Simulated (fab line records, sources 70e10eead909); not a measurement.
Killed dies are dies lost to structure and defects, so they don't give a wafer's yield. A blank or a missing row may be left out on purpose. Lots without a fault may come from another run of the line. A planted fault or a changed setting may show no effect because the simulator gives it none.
Chamber matching | flow nand_harc | NHARC_A_BONDPAD_DEP_00 on pecvd-04: 3 sister chambers
The step deposits SiCN, target thk 250 nm. 3 wafers are shown with their chamber, then 12 later ones without.

WAFERS WITH THEIR CHAMBER
wafer  | chamber | showerhead_vpp_V (V)
L091.1 | 1       | 1275
L091.3 | 2       | 1400
L091.4 | 0       | 1302

WAFERS WITHOUT THEIR CHAMBER
wafer  | showerhead_vpp_V (V)
L092.1 | 1270
L092.3 | 1373
L092.4 | 1386
L093.2 | 1407
L093.4 | 1252
L093.5 | 1308
L095.1 | 1269
L095.3 | 1324
L095.5 | 1274
L094.1 | 1265
L094.3 | 1312
L094.4 | 1390

WHICH CHAMBER EACH WENT THROUGH
wafer  | from the rows above     | in truth
L092.1 | can't be placed: 1 or 0 | 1
L092.3 | 2                       | 2
L092.4 | 2                       | 2
L093.2 | 2                       | 2
L093.4 | can't be placed: 1 or 0 | 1
L093.5 | can't be placed: 0 or 1 | 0
L095.1 | can't be placed: 1 or 0 | 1
L095.3 | can't be placed: 0 or 1 | 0
L095.5 | can't be placed: 1 or 0 | 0
L094.1 | can't be placed: 1 or 0 | 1
L094.3 | can't be placed: 0 or 1 | 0
L094.4 | 2                       | 2
Placed correctly: 4 of 12. Can't be placed from these rows: 8 (the true chamber is among the candidates in 8). Placed wrongly: 0.
How it was worked out, from the rows above alone: a wafer's distance from a chamber is the root of the sum, over the readings, of the square of ((its reading less the chamber's mean) divided by the reading's scatter). The wafer belongs to the nearest chamber; if the next one is less than 2 further off, it can't be placed. A chamber's mean is the mean of its shown wafers. The scatter: with one shown wafer a chamber, the root of the mean of the squares of how far each hidden wafer lies from its nearest shown one.
